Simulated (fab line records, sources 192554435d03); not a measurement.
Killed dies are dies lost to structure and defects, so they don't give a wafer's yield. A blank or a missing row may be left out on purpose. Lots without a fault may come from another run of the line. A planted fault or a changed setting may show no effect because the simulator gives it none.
Split-lot experiment | flow n5_finfet | 7 lots, 21 wafers read, on a route of 1938 steps

THE SPLIT
At N5_BEOL_M5_COAT_74 (time 60 s, resist thk 5 nm), the setting spin_rpm was moved away from the recipe's 1500 rpm on 7 of the 21 wafers read, by -10.6% to +7.2%. The other wafers ran this setting at the recipe's value.

FROM THE SPLIT TO THE READING: what the file shows between them, 3 steps
- N5_BEOL_M5_COAT_22: resist thk 30 nm
- N5_BEOL_M5_EBR_24
- N5_BEOL_M5_DESCUM_33: chemistry O2, time 7 s

THE READING
etch.depth_nm (the simulator's own value, which no gauge read), in nm, at N5_BEOL_M5_ETCH_75 (etches underlayer in N2/H2, target depth 6.5 nm, time 5.2 s). The file gives no usual value for it. The 14 wafers here that ran the recipe average 5.014 nm, standard deviation 0.0087 nm.

wafer  | tool, chamber at the split | spin_rpm as run, rpm | against the recipe | etch.depth_nm, nm | against lot-mates on the recipe
L078.2 | litho_track-03, 0          | 1500                 | recipe             | 5.005             | -
L078.4 | litho_track-03, 0          | 1608                 | +7.2%              | 4.82              | -0.185
L078.5 | litho_track-03, 0          | 1608                 | +7.2%              | 4.83              | -0.175
L087.2 | litho_track-04, 0          | 1341                 | -10.6%             | 5.291             | +0.290
L087.5 | litho_track-04, 0          | 1500                 | recipe             | 5.001             | -
L087.6 | litho_track-04, 0          | 1341                 | -10.6%             | 5.294             | +0.293
L088.1 | litho_track-04, 0          | 1593                 | +6.2%              | 4.842             | -0.159
L088.2 | litho_track-04, 0          | 1593                 | +6.2%              | 4.843             | -0.158
L088.6 | litho_track-04, 0          | 1500                 | recipe             | 5.001             | -
L090.2 | litho_track-04, 0          | 1500                 | recipe             | 5.01              | -
L090.3 | litho_track-04, 0          | 1500                 | recipe             | 5.009             | -
L090.5 | litho_track-04, 0          | 1500                 | recipe             | 5.016             | -
L095.2 | litho_track-03, 0          | 1500                 | recipe             | 5.021             | -
L095.3 | litho_track-03, 0          | 1500                 | recipe             | 5.028             | -
L095.5 | litho_track-03, 0          | 1500                 | recipe             | 5.031             | -
L096.1 | litho_track-01, 0          | 1500                 | recipe             | 5.01              | -
L096.2 | litho_track-01, 0          | 1500                 | recipe             | 5.013             | -
L096.6 | litho_track-01, 0          | 1500                 | recipe             | 5.015             | -
L097.3 | litho_track-04, 0          | 1500                 | recipe             | 5.02              | -
L097.4 | litho_track-04, 0          | 1598                 | +6.5%              | 4.866             | -0.152
L097.5 | litho_track-04, 0          | 1500                 | recipe             | 5.016             | -

THE FIT
A straight line over all 21 wafers: etch.depth_nm changes by -0.0262 nm for each +1% of spin_rpm; r = -1.00; the points scatter about the line by 0.0098 nm.
The same after taking each lot's own level away (the mean of its wafers on the recipe; 21 wafers): -0.0263 nm for each +1%; r = -1.00; scatter 0.0066 nm.
On that fit, the largest move of spin_rpm shifts the reading by 0.28 nm.
The lots' own levels span 5.0010 to 5.0267 nm, that is 3.0 times the standard deviation above.
So the lot-to-lot level changes the slope little: the two slopes agree.
Check: with one of the wafers moved furthest among these (-10.6%) left out of the fit, the line predicts +0.278 nm for it against its lot-mates. It came out at +0.29 nm against them.

OTHER SPLITS ON THESE WAFERS
These wafers also went through other splits before the reading. Each is held against what the fit with the lots' levels taken away leaves over:
other split on the same wafers | wafers away from the commonest value | r with etch.depth_nm (lot level and that fit taken away)
N5_BEOL_M4_PECVD_72 temp_c     | 8                                    | +0.01
N5_BEOL_M4_COAT_62 spin_rpm    | 9                                    | +0.10
N5_BEOL_M5_COAT_71 spin_rpm    | 7                                    | -0.16
N5_BEOL_M5_DESCUM_16 time_s    | 8                                    | -0.03
N5_BEOL_M5_COAT_65 spin_rpm    | 9                                    | +0.07

THE FILE'S OWN FIT
etch.depth_nm changes by -0.026 nm for each +1% of spin_rpm, r = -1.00.
